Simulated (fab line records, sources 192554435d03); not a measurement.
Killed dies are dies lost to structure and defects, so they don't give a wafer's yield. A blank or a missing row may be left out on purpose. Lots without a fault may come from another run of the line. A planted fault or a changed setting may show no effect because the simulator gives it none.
Chamber matching | flow n5_finfet | N5_BEOL_M14_ETCH_67 on rie_diel-04: 4 sister chambers
The step etches SiARC in CF4, target depth 143 nm, time 238.3 s. 4 wafers are shown with their chamber, then 9 later ones without.

WAFERS WITH THEIR CHAMBER
wafer  | chamber | drypump_motor_current_A (A)
L085.3 | 0       | 5.1
L092.3 | 1       | 6.3
L092.5 | 2       | 5.7
L092.6 | 3       | 5.7

WAFERS WITHOUT THEIR CHAMBER
wafer  | drypump_motor_current_A (A)
L093.1 | 5.7
L093.3 | 6.3
L093.6 | 6.3
L094.1 | 5.1
L094.3 | 5.7
L094.4 | 5.7
L097.2 | 6.3
L097.3 | 5.6
L097.6 | 5.1

WHICH CHAMBER EACH WENT THROUGH
wafer  | from the rows above     | in truth
L093.1 | can't be placed: 2 or 3 | 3
L093.3 | 1                       | 1
L093.6 | 1                       | 1
L094.1 | 0                       | 0
L094.3 | can't be placed: 2 or 3 | 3
L094.4 | can't be placed: 2 or 3 | 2
L097.2 | 1                       | 1
L097.3 | can't be placed: 2 or 3 | 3
L097.6 | 0                       | 0
Placed correctly: 5 of 9. Can't be placed from these rows: 4 (the true chamber is among the candidates in 4). Placed wrongly: 0.
How it was worked out, from the rows above alone: a wafer's distance from a chamber is the root of the sum, over the readings, of the square of ((its reading less the chamber's mean) divided by the reading's scatter). The wafer belongs to the nearest chamber; if the next one is less than 2 further off, it can't be placed. A chamber's mean is the mean of its shown wafers. The scatter: with one shown wafer a chamber, the root of the mean of the squares of how far each hidden wafer lies from its nearest shown one.
